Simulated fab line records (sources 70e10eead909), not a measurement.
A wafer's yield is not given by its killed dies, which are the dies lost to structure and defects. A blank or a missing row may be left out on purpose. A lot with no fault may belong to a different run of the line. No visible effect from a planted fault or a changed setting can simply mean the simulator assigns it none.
Code-filled problem report in 8D (eight disciplines) form -- flow nand_harc -- the parts of the form that need people (team, actions taken, sign-off) are left out

1. THE ISSUE
Mean of killed_dies at NHARC_END_SORT_01: 677 across 3 wafers in 2 lots; on wafers with no fault it is 30 (standard deviation 11). Relative to the usual mean, that is a shift of +59 standard deviations.
Seen first at day 21 16:58 on prober-02, wafer L277.4. Wafers with a number at this step in the record: 6, from 2 lots. Rule for "out" (also "out of limits"): further than 4 standard deviations from the usual mean. Any other wafer with a number is counted as sound.

2. WHAT IT IS AND WHAT IT IS NOT
question,is,is not
which readings at this step,"killed_dies, killed_at_array","killed_at_other, killed_at_periphery, killed_open, killed_short"
which lots,"L277, L278",-
which wafers of those lots,"L277.4, L277.6, L278.6","L277.2, L278.2, L278.5"
read on which gauges,prober-02,-
when,from day 21 16:58,up to then (1 sound wafer); but 2 sound wafers of L278 came after

3. WHAT RULES OUT EACH SUSPECT
Counting: a tool at a process step up to the reading stays a suspect if it ran every lot that is out. Sound lots after the first of them don't rule it out here, since some wafers of a struck lot are sound.
- the gauge at NHARC_END_SORT_01 has been ruled out. All the wafers that are out were read on prober-02, but those of them that NHARC_A_CONTACT_ETCH_97 has rows for are out there too, on other tools.
- rie_diel-11 at NHARC_A_CONTACT_ETCH_97 (etches the open film in C4F6/O2, target depth 20 nm, time 10 s): kept. It ran every lot that is out, first L277 (day 19 04:51). On those wafers its own readings are out: run_length_s.
- rie_diel-11 at NHARC_A_CONTACT_STRIP_82 (strips in O2): kept. It ran every lot that is out, first L277 (day 21 15:22). NHARC_A_CONTACT_STRIP_82: start missing for some lots; hours and lot order therefore follow NHARC_END_SORT_01.
- rie_diel-11, NHARC_A_CONTACT_ETCH_97: wafers that are out in chamber 2, sound lot-mates in chambers 0, 3.
- Within rie_diel-11 at NHARC_A_CONTACT_STRIP_82: the wafers that are out ran in chambers 0, 2; their sound lot-mates ran in chambers 1, 3.
What counting leaves: rie_diel-11 at NHARC_A_CONTACT_ETCH_97 and rie_diel-11 at NHARC_A_CONTACT_STRIP_82.

4. THE CAUSE (what the simulator had put in)
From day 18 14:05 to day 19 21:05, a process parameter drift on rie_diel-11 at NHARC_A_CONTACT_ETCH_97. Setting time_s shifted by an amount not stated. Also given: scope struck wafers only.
After counting, 2 suspects remain, this tool included.

5. THE CHAIN OF EFFECTS, in route order
Each row: a reading whose mean over the struck wafers that have a number lies more than 3 standard deviations from the usual. Only readings whose record carries a usual standard deviation are examined. hours: median over the lots of the time between each lot's start at the first step of this table that gives one and its start at this step. sigmas: the change, counted in usual standard deviations.
hours,step,reading,usual,on struck wafers,change,sigmas
0,NHARC_A_CONTACT_ETCH_97,run_length_s,31.0 s,27.2,-3.8,-10
64,NHARC_END_SORT_01,killed_at_array,26,671,+645,+59
64,NHARC_END_SORT_01,killed_dies,30,677,+647,+59
Process steps it contains:
- NHARC_A_CONTACT_ETCH_97: etches the open film in C4F6/O2, target depth 20 nm, time 10 s.

6. HOW IT WOULD HAVE BEEN CAUGHT EARLIER
The first out-of-limits reading at a measuring or inspecting step in this record came at day 21 16:58, 75 hours after the fault's start at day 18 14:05.
Tool's own readings at NHARC_A_CONTACT_ETCH_97, run_length_s: out on all struck wafers the step has rows for; an alarm limit on them would have tripped on the first.
By day 21 16:58, every lot that is out (2) had started NHARC_A_CONTACT_ETCH_97 on rie_diel-11. Had the tool been put on hold then, not one of them would have been saved.
